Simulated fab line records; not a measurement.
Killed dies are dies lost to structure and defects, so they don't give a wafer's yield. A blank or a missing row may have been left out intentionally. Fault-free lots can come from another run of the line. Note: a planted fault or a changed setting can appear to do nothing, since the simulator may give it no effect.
3 desks, one fault    flow n5 finfet    each desk has only its own numbers; what lay behind them comes last

== THE TOOL OWNER'S DESK: ald sin-04 ==
The tool's own readings at N5_SPACER0_ALD_08 (deposits SiNx, target thk 2 nm): means of the sampled wafers that have a number, for each lot that ran on this tool. Marked OUT: a lot whose mean sits more than 4 standard deviations from the usual mean, which makes it out of limits; the brackets give that distance.
Columns: A = heater power w at N5_SPACER0_ALD_08, usual 840 W
lot   first seen here  A
L423  day 3 01:11      837
L424  day 3 05:46      799
L428  day 4 06:45      785
L430  day 4 23:16      762
L432  day 5 12:47      819
L434  day 6 02:31      830
L436  day 6 10:32      755
This desk found nothing out of limits on any of the 7 lots.

== AT THE METROLOGY DESK ==
What the gauges read, lot by lot, whatever tool the lot ran on: means of the sampled wafers that have a number. Marked OUT: a lot whose mean sits more than 4 standard deviations from the usual mean, which makes it out of limits; the brackets give that distance. Of its 14 readings 7 are shown: those that lie furthest out on some lot.
Columns: A = IOFF_P at N5_BEOL_M4_RC_MEAS_101, usual 0.22 nA/um; B = ION_P at N5_BEOL_M4_RC_MEAS_101, usual 461 uA/um; C = REXT_N at N5_BEOL_M4_RC_MEAS_101, usual 75.2 ohm.um; D = REXT_P at N5_BEOL_M4_RC_MEAS_101, usual 101.1 ohm.um; E = VT_N at N5_BEOL_M4_RC_MEAS_101, usual 249 mV; F = VT_P at N5_BEOL_M4_RC_MEAS_101, usual -250 mV; G = VT_P_LVT at N5_BEOL_M4_RC_MEAS_101, usual -98.4 mV
lot   first seen here  A     B    C     D      E    F     G
L423  day 8 01:28      0.19  456  74.5  100.8  252  -252  -99.2
L424  day 8 23:57      0.20  457  75.8  98.7   250  -251  -97.6
L427  day 9 03:20      0.23  461  74.6  98.8   247  -250  -96.2
L428  day 9 05:13      0.24  465  77.9  98.0   247  -248  -97.9
L430  day 9 08:06      0.23  466  77.7  102.5  248  -247  -97.5
L432  day 10 05:52     0.21  460  75.8  97.7   252  -250  -98.9
L434  day 10 15:43     0.20  461  73.9  101.5  252  -249  -98.8
L436  day 11 09:37     0.15  449  75.2  102.7  253  -256  -105.4
L444  day 13 04:59     0.18  459  76.8  100.6  255  -252  -101.3
L446  day 13 23:49     0.24  462  75.4  105.1  251  -248  -97.5
This desk found nothing out of limits on any of the 10 lots.

== THE DEFECT DESK ==
For each lot, the counts of the inspections along the route, averaged over the sampled wafers that have a number. Marked OUT: a lot whose mean sits more than 4 standard deviations from the usual mean, which makes it out of limits; the brackets give that distance.
Columns: A = raw defect count at N5_BEOL_M4_INSPECT_59, usual 79
lot   first seen here  A
L423  day 8 01:29      95
L424  day 8 23:59      59
L427  day 9 03:22      97
L428  day 9 05:15      93
L430  day 9 08:08      48
L432  day 10 05:54     61
L434  day 10 15:44     67
L436  day 11 09:38     71
L444  day 13 05:01     74
L446  day 13 23:50     66
This desk found nothing out of limits on any of the 10 lots.

== BROUGHT TOGETHER ==
The tool owner's desk saw nothing out of limits.
From the metrology desk's view, nothing was out of limits.
Nothing the defect desk looked at was out of limits.

== WHAT THE SIMULATOR PUT IN ==
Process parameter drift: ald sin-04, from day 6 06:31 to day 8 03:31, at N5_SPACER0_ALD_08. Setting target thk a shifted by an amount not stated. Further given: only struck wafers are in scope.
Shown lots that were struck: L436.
